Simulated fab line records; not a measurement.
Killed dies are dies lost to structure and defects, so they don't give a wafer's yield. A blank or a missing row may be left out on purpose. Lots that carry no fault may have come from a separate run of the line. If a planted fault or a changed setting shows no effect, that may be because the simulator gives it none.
Split-lot trial | flow n5_finfet | route with 1938 steps; 7 lots, 21 wafers read

== THE SPLIT ==
At N5_DUMMY_GATE_COAT_09 (resist thk 30 nm), the setting spin_rpm was moved away from the recipe's 1500 rpm on 10 of the 21 wafers read, by -7.7% to +9.9%. The other wafers ran this setting at the recipe's value.

== FROM THE SPLIT TO THE READING: what the file shows between them, 2 steps ==
- N5_DUMMY_GATE_EBR_11
- N5_DUMMY_GATE_SOFTBAKE_10: time 60 s

== THE READING ==
CAR-EUV_of_DUMMY_GATE_COAT_09.thk_nm (the simulator's own value, which no gauge read), in nm, at N5_DUMMY_GATE_DESCUM_20 (chemistry O2, time 6.2 s). The file gives no usual value for it. Across the 11 wafers here that went through the recipe, the average is 26.5 nm and the standard deviation 0.089 nm.

wafer  | tool, chamber at the split | spin_rpm as run, rpm | against the recipe | CAR-EUV_of_DUMMY_GATE_COAT_09.thk_nm, nm | against lot-mates on the recipe
L074.1 | litho_track-02, 0          | 1585                 | +5.7%              | 25.6                                     | -1.0
L074.2 | litho_track-02, 0          | 1585                 | +5.7%              | 25.6                                     | -1.0
L074.3 | litho_track-02, 0          | 1500                 | recipe             | 26.6                                     | -
L076.2 | litho_track-04, 0          | 1500                 | recipe             | 26.6                                     | -
L076.3 | litho_track-04, 0          | 1500                 | recipe             | 26.6                                     | -
L076.6 | litho_track-04, 0          | 1589                 | +5.9%              | 25.6                                     | -1.0
L078.4 | litho_track-01, 0          | 1500                 | recipe             | 26.6                                     | -
L078.5 | litho_track-01, 0          | 1577                 | +5.1%              | 25.8                                     | -0.8
L078.6 | litho_track-01, 0          | 1577                 | +5.1%              | 25.8                                     | -0.8
L080.1 | litho_track-01, 0          | 1500                 | recipe             | 26.4                                     | -
L080.6 | litho_track-01, 0          | 1500                 | recipe             | 26.4                                     | -
L080.3 | litho_track-01, 0          | 1500                 | recipe             | 26.6                                     | -
L084.1 | litho_track-04, 0          | 1500                 | recipe             | 26.6                                     | -
L084.2 | litho_track-04, 0          | 1649                 | +9.9%              | 25.2                                     | -1.4
L084.4 | litho_track-04, 0          | 1649                 | +9.9%              | 25                                       | -1.6
L089.2 | litho_track-02, 0          | 1440                 | -4.0%              | 27                                       | +0.6
L089.4 | litho_track-02, 0          | 1440                 | -4.0%              | 27.2                                     | +0.8
L089.6 | litho_track-02, 0          | 1500                 | recipe             | 26.4                                     | -
L093.2 | litho_track-04, 0          | 1500                 | recipe             | 26.6                                     | -
L093.5 | litho_track-04, 0          | 1500                 | recipe             | 26.6                                     | -
L093.6 | litho_track-04, 0          | 1384                 | -7.7%              | 27.8                                     | +1.2

THE FIT
A straight line over all 21 wafers: CAR-EUV_of_DUMMY_GATE_COAT_09.thk_nm changes by -0.151 nm for each +1% of spin_rpm; r = -0.99; the points scatter about the line by 0.093 nm.
The same after taking each lot's own level away (the mean of its wafers on the recipe; 21 wafers): -0.159 nm for each +1%; r = -0.99; scatter 0.077 nm.
According to that fit, moving spin_rpm by its largest amount changes the reading by 1.6 nm.
Measured against the standard deviation above, the lots' own levels, which go from 26.40 to 26.60 nm, span 2.2 times it.
So the lot-to-lot level changes the slope little: the two slopes agree.
Check: -1.63 nm against its lot-mates is what the line predicts for one of the wafers moved furthest among these (+9.9%) when that wafer is left out of the fit. Against them it came out at -1.4 nm.

== THESE WAFERS: OTHER SPLITS ==
Other splits were also applied to these wafers ahead of the reading. Each is held against what the fit with the lots' levels taken away leaves over:
other split on the same wafers | wafers away from the commonest value | r with CAR-EUV_of_DUMMY_GATE_COAT_09.thk_nm (lot level and that fit taken away)
N5_FIN_SAQP_ETCH_52 source_w   | 6                                    | +0.07
N5_FIN_CUT_CUT_ETCH_26 time_s  | 6                                    | +0.14

== THE WHOLE CHAIN: every reading that the file lists as answering this split, in the file's order ==
step                    | what it does             | reading                                                                               | change (the file's fit)               | r (the file's)
N5_DUMMY_GATE_COAT_09   | resist thk 30 nm         | CAR-EUV_of_DUMMY_GATE_COAT_09.thk_nm (the simulator's own value, which no gauge read) | -0.147 nm for each +1% of the setting | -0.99
N5_DUMMY_GATE_DESCUM_20 | chemistry O2, time 6.2 s | CAR-EUV_of_DUMMY_GATE_COAT_09.thk_nm (the simulator's own value, which no gauge read) | -0.159 nm for each +1% of the setting | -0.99

== THE FILE'S OWN FIT ==
CAR-EUV_of_DUMMY_GATE_COAT_09.thk_nm changes by -0.159 nm for each +1% of spin_rpm, r = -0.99.
